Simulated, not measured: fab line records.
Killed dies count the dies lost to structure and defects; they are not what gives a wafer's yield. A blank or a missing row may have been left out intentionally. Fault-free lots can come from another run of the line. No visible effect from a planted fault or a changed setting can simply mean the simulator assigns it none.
Which tool was responsible? / flow n5 finfet / Sampling: 9 lots, 25 wafers, 3 of 1938 route steps

WHAT EACH GAUGE READ, for each wafer
N5_BEOL_M4_RC_MEAS_101.
lot=L467; measured=day 8 08:13; on=prober-02; IOFF_N_LONG (nA/um)=5.5e-05 5.5e-05 5.5e-05
lot=L468; measured=day 8 05:15; on=prober-01; IOFF_N_LONG (nA/um)=5.2e-05 5.2e-05 5e-05
lot=L469; measured=day 8 13:13; on=prober-02; IOFF_N_LONG (nA/um)=5.2e-05 5.1e-05 5.2e-05
lot=L470; measured=day 8 22:30; on=prober-01; IOFF_N_LONG (nA/um)=5.2e-05 5.3e-05 5.3e-05
lot=L472; measured=day 9 09:02; on=prober-01; IOFF_N_LONG (nA/um)=6.1e-05 6e-05 6.2e-05
lot=L474; measured=day 9 17:10; on=prober-01; IOFF_N_LONG (nA/um)=5.8e-05 0.006408
lot=L480; measured=day 11 11:25; on=prober-02; IOFF_N_LONG (nA/um)=6e-05 0.007666
lot=L486; measured=day 12 21:37; on=prober-01; IOFF_N_LONG (nA/um)=5.5e-05 5.7e-05 5.6e-05
lot=L489; measured=day 13 12:54; on=prober-02; IOFF_N_LONG (nA/um)=5.7e-05 5.6e-05 5.7e-05

EACH LOT AND THE TOOL THAT RAN IT (in order: tool; ch and the chambers of the sampled wafers; start)
lot=L467; N5_HKMG_FIN_ETCH_58=rie diel-03 ch 0,2,3, day 4 11:32; N5_HKMG_FIN_STRIP_93=rie diel-03 ch 0,2,3, day 4 11:58
lot=L468; N5_HKMG_FIN_ETCH_58=rie diel-03 ch 1,2,3, day 4 12:22; N5_HKMG_FIN_STRIP_93=rie diel-03 ch 1,2,3, day 4 12:47
lot=L469; N5_HKMG_FIN_ETCH_58=rie diel-04 ch 0,1,3, day 4 22:16; N5_HKMG_FIN_STRIP_93=rie diel-04 ch 0,1,3, day 4 22:41
lot=L470; N5_HKMG_FIN_ETCH_58=rie diel-04 ch 1,2,3, day 4 23:57; N5_HKMG_FIN_STRIP_93=rie diel-04 ch 1,2,3, day 5 00:22
lot=L472; N5_HKMG_FIN_ETCH_58=rie diel-03 ch 0,1,2, day 5 16:41; N5_HKMG_FIN_STRIP_93=rie diel-03 ch 0,1,2, day 5 17:07
lot=L474; N5_HKMG_FIN_ETCH_58=rie diel-04 ch 1,3, day 6 02:52; N5_HKMG_FIN_STRIP_93=rie diel-04 ch 1,3, day 6 03:17
lot=L480; N5_HKMG_FIN_ETCH_58=rie diel-04 ch 2,3, day 7 14:28; N5_HKMG_FIN_STRIP_93=rie diel-04 ch 2,3, day 7 14:53
lot=L486; N5_HKMG_FIN_ETCH_58=rie diel-03 ch 0,1,2, day 9 04:09; N5_HKMG_FIN_STRIP_93=rie diel-03 ch 0,1,2, day 9 04:35
lot=L489; N5_HKMG_FIN_ETCH_58=rie diel-03 ch 1,2,3, day 9 19:08; N5_HKMG_FIN_STRIP_93=rie diel-03 ch 1,2,3, day 9 19:33
- N5_HKMG_FIN_ETCH_58: etches SOC in N2/H2, target depth 215.8 nm, time 741 s.
- N5_HKMG_FIN_STRIP_93: strips SOC in N2/H2, time 20 s.

THE ANSWER, worked out from the rows above alone
Rule: the lots themselves supply what counts as usual. Put in order of their means at a reading, lots are off if they are a third of the lots or fewer, leave a main group of 4 or more, and stand apart from it by a gap of 3 or more times the standard deviation of the main group's means; of several such gaps the widest counts. The tables above print the reading to a certain number of digits; a main group whose means all agree to those digits is not used. Also off: a lot with no number at a reading for which 4 or more lots have one. All remaining lots with rows at the step are treated as sound.
Off: L474, L480, seen at N5_BEOL_M4_RC_MEAS_101 (IOFF_N_LONG). For the main group the mean is 5.5e-05 nA/um and the standard deviation 3.2e-06.
A tool fits if, at a process step before that reading, it ran every lot that is off, and no sound lot after the first of them. Those tools and the gauges at N5_BEOL_M4_RC_MEAS_101 are tried in the same way. One fits: rie diel-04 at N5_HKMG_FIN_ETCH_58 and N5_HKMG_FIN_STRIP_93. At N5_HKMG_FIN_ETCH_58 its last sound lot is L470 (day 4 23:57), its first lot that is off L474 (day 6 02:52): a fault that began between those two fits.

WHAT THE SIMULATOR HAD INSERTED
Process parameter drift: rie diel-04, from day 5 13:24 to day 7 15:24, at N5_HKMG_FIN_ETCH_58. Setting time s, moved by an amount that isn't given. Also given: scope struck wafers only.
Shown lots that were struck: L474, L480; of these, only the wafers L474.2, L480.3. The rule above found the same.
